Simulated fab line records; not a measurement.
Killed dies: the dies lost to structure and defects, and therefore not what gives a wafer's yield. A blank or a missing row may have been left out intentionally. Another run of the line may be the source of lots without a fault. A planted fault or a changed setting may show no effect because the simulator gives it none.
The tool behind it: which one? + flow n5-finfet + Sampling: 10 lots, 30 wafers, 5 of 1938 route steps

## WHAT THE GAUGES READ, wafer by wafer
The record lacks any reading of a measuring or inspecting step that a usual standard deviation could be used to judge.

## WHICH TOOL RAN EACH LOT (tool, then ch and the chambers of the sampled wafers, then the start)
| lot  | N5_FIN_SAQP_STRIP_55              | N5_FIN_SAQP_SPACER1_ALD_24       | N5_FIN_SAQP_MANDREL1_REMOVE_56  | N5_FIN_SAQP_ETCH_67               | N5_PASSIVATION_PROBE_49 |
|------|-----------------------------------|----------------------------------|---------------------------------|-----------------------------------|-------------------------|
| L939 | rie-diel-04 ch 1,2, day 2 11:41   | ald-sin-04 ch 0,3, day 2 12:37   | rie-si-06 ch 0,1,2, day 2 13:25 | rie-diel-04 ch 0,1,3, day 2 14:19 | -                       |
| L943 | rie-diel-03 ch 0,2,3, day 3 09:38 | ald-sin-04 ch 1,2,3, day 3 10:22 | rie-si-02 ch 0,2, day 3 11:10   | rie-diel-03 ch 0,3, day 3 12:04   | prober-01, day 13 17:17 |
| L945 | rie-diel-03 ch 0,1,2, day 3 23:06 | ald-sin-01 ch 0,1, day 4 01:13   | rie-si-02 ch 0,1, day 4 02:03   | rie-diel-04 ch 0,1,2, day 4 02:56 | prober-01, day 14 16:55 |
| L946 | rie-diel-03 ch 0,2, day 4 07:11   | ald-sin-04 ch 1,2,3, day 4 07:54 | rie-si-06 ch 0,2, day 4 08:42   | rie-diel-04 ch 0,2,3, day 4 09:35 | prober-01, day 14 22:52 |
| L948 | rie-diel-04 ch 0,2,3, day 4 16:21 | ald-sin-01 ch 0,2,3, day 4 18:16 | rie-si-01 ch 0,2,3, day 4 19:04 | rie-diel-04 ch 0,1,2, day 4 19:57 | prober-01, day 15 06:43 |
| L954 | rie-diel-04 ch 1,2,3, day 6 03:38 | ald-sin-01 ch 0,1,2, day 6 04:20 | rie-si-02 ch 0,2,3, day 6 05:09 | rie-diel-04 ch 0,1, day 6 06:02   | prober-01, day 16 23:17 |
| L955 | rie-diel-05 ch 0,1,2, day 6 09:49 | ald-sin-01 ch 0,2,3, day 6 10:37 | rie-si-06 ch 1,2,3, day 6 11:37 | rie-diel-04 ch 0,1,2, day 6 12:31 | prober-02, day 17 02:49 |
| L957 | rie-diel-03 ch 1,3, day 6 23:28   | ald-sin-02 ch 0,2, day 7 00:13   | rie-si-01 ch 1,2,3, day 7 01:02 | rie-diel-05 ch 0,2, day 7 02:01   | prober-01, day 18 02:25 |
| L959 | rie-diel-05 ch 0,2, day 7 11:37   | ald-sin-04 ch 0,2,3, day 7 14:52 | rie-si-01 ch 0,1,3, day 7 15:41 | rie-diel-03 ch 1,3, day 7 16:37   | -                       |
| L960 | rie-diel-03 ch 0,2,3, day 7 17:58 | ald-sin-02 ch 0,2,3, day 7 19:54 | rie-si-06 ch 0,3, day 7 20:47   | rie-diel-03 ch 1,2, day 7 21:45   | -                       |
- N5_FIN_SAQP_STRIP_55: strips in N2/H2.
- N5_FIN_SAQP_SPACER1_ALD_24: deposits SiO2, target thk 20.3 nm, pulse time 1 s, purge time 2 s.
- N5_FIN_SAQP_MANDREL1_REMOVE_56: chemistry HBr/Cl2/O2, target a-Si, stops on SiNx, bt time 10 s.
- N5_FIN_SAQP_ETCH_67: etches SiNx in CH3F/O2, target depth 30 nm.
- N5_PASSIVATION_PROBE_49

## AS READ BY THE TOOLS THEMSELVES (means over the sampled wafers that have a number; for cases with no such wafer, the mark the record gives instead)
N5_FIN_SAQP_STRIP_55. Usual: for bias-power-w, 27.98 W with a standard deviation of 0.085; for chamber-pressure-mTorr, 50.01 mTorr with a standard deviation of 0.1; for drypump-motor-current-A, 5.9 A with a standard deviation of 0.35; for oes-product-au, 0.79 a.u. with a standard deviation of 0.084; for rf-vpp-V, 122.1 V with a standard deviation of 1.5; for showerhead-plenum-p-Torr, 3.41 Torr with a standard deviation of 0.1; for throttle-valve-pct, 18.9 % with a standard deviation of 0.36.
| lot  | tool        | bias-power-w (W) | chamber-pressure-mTorr (mTorr) | drypump-motor-current-A (A) | oes-product-au (a.u.) | rf-vpp-V (V) | showerhead-plenum-p-Torr (Torr) | throttle-valve-pct (%) | flag |
|------|-------------|------------------|--------------------------------|-----------------------------|-----------------------|--------------|---------------------------------|------------------------|------|
| L939 | rie-diel-04 | 27.97            | 50.05                          | 6.3                         | 0.74                  | 122.8        | 3.44                            | 19.1                   |      |
| L943 | rie-diel-03 | 27.89            | 50.03                          | 5.7                         | 0.82                  | 120.7        | 3.47                            | 18.9                   |      |
| L945 | rie-diel-03 | 27.99            | 49.96                          | 5.6                         | 0.81                  | 122.6        | 3.42                            | 18.7                   |      |
| L946 | rie-diel-03 | 27.95            | 50.00                          | 5.7                         | 0.79                  | 123.7        | 3.49                            | 18.9                   |      |
| L948 | rie-diel-04 | 27.95            | 49.99                          | 6.2                         | 0.76                  | 121.7        | 3.41                            | 19.3                   |      |
| L954 | rie-diel-04 | 27.98            | 49.99                          | 6.3                         | 0.74                  | 122.1        | 3.40                            | 19.3                   |      |
| L955 | rie-diel-05 | 27.94            | 50.11                          | 5.6                         | 0.84                  | 123.0        | 3.49                            | 18.7                   |      |
| L957 | rie-diel-03 | 28.03            | 49.93                          | 5.5                         | 0.74                  | 121.4        | 3.27                            | 18.8                   |      |
| L959 | rie-diel-05 | 27.89            | 50.06                          | 5.6                         | 0.87                  | 121.3        | 3.45                            | 18.7                   |      |
| L960 | rie-diel-03 | 28.00            | 49.97                          | 5.7                         | 0.77                  | 123.1        | 3.45                            | 18.9                   |      |

N5_FIN_SAQP_SPACER1_ALD_24. Usual: heater-power-w 455 W, standard deviation 42; precursor-pulse-height-rel 0.999, standard deviation 0.02; susceptor-temp-C 300.02 C, standard deviation 0.2.
| lot  | tool       | heater-power-w (W) | precursor-pulse-height-rel | susceptor-temp-C (C) | flag |
|------|------------|--------------------|----------------------------|----------------------|------|
| L939 | ald-sin-04 | 411                | 0.995                      | 300.10               |      |
| L943 | ald-sin-04 | 451                | 0.988                      | 299.96               |      |
| L945 | ald-sin-01 | 510                | 0.994                      | 300.07               |      |
| L946 | ald-sin-04 | 447                | 0.994                      | 300.18               |      |
| L948 | ald-sin-01 | 437                | 1.013                      | 300.06               |      |
| L954 | ald-sin-01 | 477                | 0.986                      | 299.90               |      |
| L955 | ald-sin-01 | 441                | 1.021                      | 299.97               |      |
| L957 | ald-sin-02 | 485                | 0.992                      | 299.98               |      |
| L959 | ald-sin-04 | 428                | 0.982                      | 299.99               |      |
| L960 | ald-sin-02 | 491                | 0.998                      | 300.20               |      |

N5_FIN_SAQP_MANDREL1_REMOVE_56. Usual: chamber-pressure-mTorr 10.000 mTorr, standard deviation 0.0098; drypump-motor-current-A 5.7 A, standard deviation 0.5; he-backside-leak-sccm 2.7 sccm, standard deviation 0.38; oes-product-au 1.002 a.u., standard deviation 0.017; throttle-valve-pct 36.8 %, standard deviation 0.31.
| lot  | tool      | chamber-pressure-mTorr (mTorr) | drypump-motor-current-A (A) | he-backside-leak-sccm (sccm) | oes-product-au (a.u.) | throttle-valve-pct (%) | flag |
|------|-----------|--------------------------------|-----------------------------|------------------------------|-----------------------|------------------------|------|
| L939 | rie-si-06 | 10.003                         | 5.4                         | 2.3                          | 0.994                 | 36.7                   |      |
| L943 | rie-si-02 | 9.992                          | 5.9                         | 2.5                          | 0.994                 | 36.7                   |      |
| L945 | rie-si-02 | 10.004                         | 6.1                         | 2.4                          | 1.010                 | 36.8                   |      |
| L946 | rie-si-06 | 10.003                         | 5.1                         | 2.4                          | 0.998                 | 36.8                   |      |
| L948 | rie-si-01 | 10.006                         | 5.6                         | 3.0                          | 1.008                 | 36.7                   |      |
| L954 | rie-si-02 | 9.992                          | 5.6                         | 2.5                          | 0.986                 | 36.6                   |      |
| L955 | rie-si-06 | 9.999                          | 5.6                         | 2.7                          | 1.000                 | 36.9                   |      |
| L957 | rie-si-01 | 9.987                          | 6.0                         | 3.2                          | 1.009                 | 36.7                   |      |
| L959 | rie-si-01 | 10.003                         | 6.1                         | 3.1                          | 1.013                 | 36.9                   |      |
| L960 | rie-si-06 | 10.000                         | 5.5                         | 2.7                          | 0.996                 | 36.9                   |      |

N5_FIN_SAQP_ETCH_67. Usual: chamber-pressure-mTorr 30.000 mTorr, standard deviation 0.025; drypump-motor-current-A 5.9 A, standard deviation 0.35; mfc-ar-sccm 150.0 sccm, standard deviation 0.43; oes_f_703_au 0.78 a.u., standard deviation 0.081; oes-product-au 0.78 a.u., standard deviation 0.085; rf-vpp-V 298 V, standard deviation 3.7; showerhead-plenum-p-Torr 2.03 Torr, standard deviation 0.06; throttle-valve-pct 16.41 %, standard deviation 0.26.
| lot  | tool        | chamber-pressure-mTorr (mTorr) | drypump-motor-current-A (A) | mfc-ar-sccm (sccm) | oes_f_703_au (a.u.) | oes-product-au (a.u.) | rf-vpp-V (V) | showerhead-plenum-p-Torr (Torr) | throttle-valve-pct (%) | flag |
|------|-------------|--------------------------------|-----------------------------|--------------------|---------------------|-----------------------|--------------|---------------------------------|------------------------|------|
| L939 | rie-diel-04 | 30.007                         | 6.3                         | 149.7              | 0.75                | 0.76                  | 299          | 2.05                            | 16.51                  |      |
| L943 | rie-diel-03 | 29.987                         | 5.5                         | 149.8              | 0.73                | 0.73                  | 299          | 2.02                            | 16.60                  |      |
| L945 | rie-diel-04 | 30.012                         | 6.3                         | 150.3              | 0.74                | 0.74                  | 300          | 2.05                            | 16.55                  |      |
| L946 | rie-diel-04 | 29.985                         | 6.2                         | 149.9              | 0.76                | 0.77                  | 298          | 2.02                            | 16.55                  |      |
| L948 | rie-diel-04 | 29.987                         | 6.3                         | 150.0              | 0.73                | 0.73                  | 298          | 2.04                            | 16.56                  |      |
| L954 | rie-diel-04 | 30.010                         | 6.3                         | 149.8              | 0.71                | 0.64                  | 300          | 2.06                            | 16.49                  |      |
| L955 | rie-diel-04 | 30.005                         | 6.3                         | 149.9              | 0.72                | 0.58                  | 299          | 2.04                            | 16.56                  |      |
| L957 | rie-diel-05 | 30.006                         | 5.5                         | 149.8              | 0.86                | 0.87                  | 302          | 2.06                            | 16.15                  |      |
| L959 | rie-diel-03 | 30.015                         | 5.4                         | 149.4              | 0.75                | 0.74                  | 295          | 1.94                            | 16.20                  |      |
| L960 | rie-diel-03 | 29.988                         | 5.5                         | 149.4              | 0.81                | 0.80                  | 294          | 1.98                            | 16.00                  |      |

N5_PASSIVATION_PROBE_49. Usual: killed_at_M0_to_M3 35, standard deviation 11; killed_at_M4_up 14, standard deviation 5.4; killed-at-contacts 12, standard deviation 6.2; killed-at-front-end 38, standard deviation 11; killed-at-other 4.1, standard deviation 2.8; killed-dies 103, standard deviation 17; killed-on-rim 13, standard deviation 4; killed-open 66, standard deviation 13; killed-short 34, standard deviation 8.2.
| lot  | tool      | killed_at_M0_to_M3 | killed_at_M4_up | killed-at-contacts | killed-at-front-end | killed-at-other | killed-dies | killed-on-rim | killed-open | killed-short | flag |
|------|-----------|--------------------|-----------------|--------------------|---------------------|-----------------|-------------|---------------|-------------|--------------|------|
| L943 | prober-01 | 30                 | 13              | 18                 | 40                  | 4.0             | 104         | 13            | 64          | 37           |      |
| L945 | prober-01 | 40                 | 11              | 8                  | 33                  | 6.0             | 99          | 14            | 61          | 35           |      |
| L946 | prober-01 | 24                 | 14              | 22                 | 44                  | 2.3             | 107         | 12            | 70          | 34           |      |
| L948 | prober-01 | 24                 | 17              | 4                  | 40                  | 4.0             | 89          | 12            | 63          | 25           |      |
| L954 | prober-01 | 38                 | 16              | 3                  | 383                 | 2.7             | 442         | 59            | 61          | 27           | OFF  |
| L955 | prober-02 | 36                 | 10              | 5                  | 748                 | 5.7             | 804         | 104           | 61          | 30           | OFF  |
| L957 | prober-01 | 54                 | 10              | 13                 | 42                  | 3.7             | 122         | 14            | 78          | 41           |      |

## THE ANSWER, worked out from the rows above alone
Rule: a lot is off if the mean of its wafers that have a number lies more than 3 standard deviations from the usual mean. Also off: a lot with no number at a reading for which 4 or more lots have one. All remaining lots with rows at the step are treated as sound. The gauges are gone through in route order, then the tools' own readings, and for those a lot's mean is taken as printed above. At the first step where some lot is off, the reading lying furthest off is the one used; lots without a number count as furthest.
Off: L954, L955 (N5_PASSIVATION_PROBE_49, killed-at-front-end). Neither off nor sound, because the step has no rows for them: L939, L959, L960.
If a tool, at that step or one of the process steps before it, ran each lot that is off and ran no sound lot following the first of them, it fits. This does not decide it: 2 tools fit, namely ald-sin-01 at N5_FIN_SAQP_SPACER1_ALD_24 and rie-diel-04 at N5_FIN_SAQP_ETCH_67.

## WHAT THE SIMULATOR HAD INSERTED
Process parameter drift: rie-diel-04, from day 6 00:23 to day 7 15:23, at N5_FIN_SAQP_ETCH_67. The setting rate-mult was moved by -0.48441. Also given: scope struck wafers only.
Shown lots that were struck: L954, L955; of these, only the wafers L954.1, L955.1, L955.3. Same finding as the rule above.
